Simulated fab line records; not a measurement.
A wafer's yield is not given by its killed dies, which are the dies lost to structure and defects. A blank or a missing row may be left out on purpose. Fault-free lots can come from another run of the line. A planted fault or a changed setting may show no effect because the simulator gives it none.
Chamber matching    flow n5Finfet    3 sister chambers for N5_BEOL_M6_DEP_56 on pecvd-04
The step deposits SiCN from 3MS/NH3, target thk 10 nm, time 17.5 s. 16 wafers are shown with their chamber, then 8 later ones without.

EACH WAFER AND ITS CHAMBER
wafer   chamber  showerheadPlenumPTorr (Torr)  throttleValvePct (%)
L076.1  1        3.655                         8.9
L076.2  0        3.670                         8.3
L076.3  2        3.644                         8.9
L076.4  0        3.666                         8.4
L076.5  1        3.636                         8.9
L076.6  2        3.644                         8.8
L083.1  2        3.650                         8.9
L083.2  0        3.676                         8.6
L083.5  0        3.674                         8.4
L087.2  1        3.655                         8.6
L087.4  0        3.670                         8.5
L087.5  1        3.653                         8.7
L090.2  1        3.659                         8.7
L090.3  0        3.672                         8.5
L090.6  1        3.656                         8.7
L092.1  2        3.649                         8.8

SIGNATURES, as means of the wafers listed above
reading                chamber 0  chamber 1  chamber 2  scatter within a chamber
showerheadPlenumPTorr  3.67133    3.65233    3.64675    0.00576
throttleValvePct       8.450      8.750      8.850      0.104
Rule: for a wafer and a chamber, the distance is found by dividing, reading by reading, the gap between the wafer's reading and the chamber's mean by the reading's scatter, squaring, summing and taking the root. The wafer belongs to the nearest chamber; if the next one is less than 2 further off, it can't be placed. The scatter: take each reading less its chamber's mean, square it, sum over the shown wafers, divide by the number of wafers less the number of chambers, and take the root.

WAFERS WHOSE CHAMBER IS MISSING
wafer   showerheadPlenumPTorr (Torr)  throttleValvePct (%)
L092.4  3.663                         8.3
L092.5  3.655                         8.6
L096.1  3.649                         9.0
L096.3  3.655                         8.3
L096.6  3.668                         8.4
L094.1  3.651                         8.9
L094.4  3.653                         9.1
L094.5  3.672                         8.8

THE CHAMBER EACH PASSED THROUGH
wafer   from the rows above           in truth
L092.4  0                             0
L092.5  can't be placed: 1 or 2 or 0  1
L096.1  can't be placed: 2 or 1       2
L096.3  can't be placed: 0 or 1       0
L096.6  0                             0
L094.1  can't be placed: 2 or 1       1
L094.4  can't be placed: 2 or 1       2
L094.5  can't be placed: 0 or 1 or 2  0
Correct placement for 2 of the 8. Not placeable from these rows: 6 (in 6, the candidates include the true chamber). 0 placed wrongly.
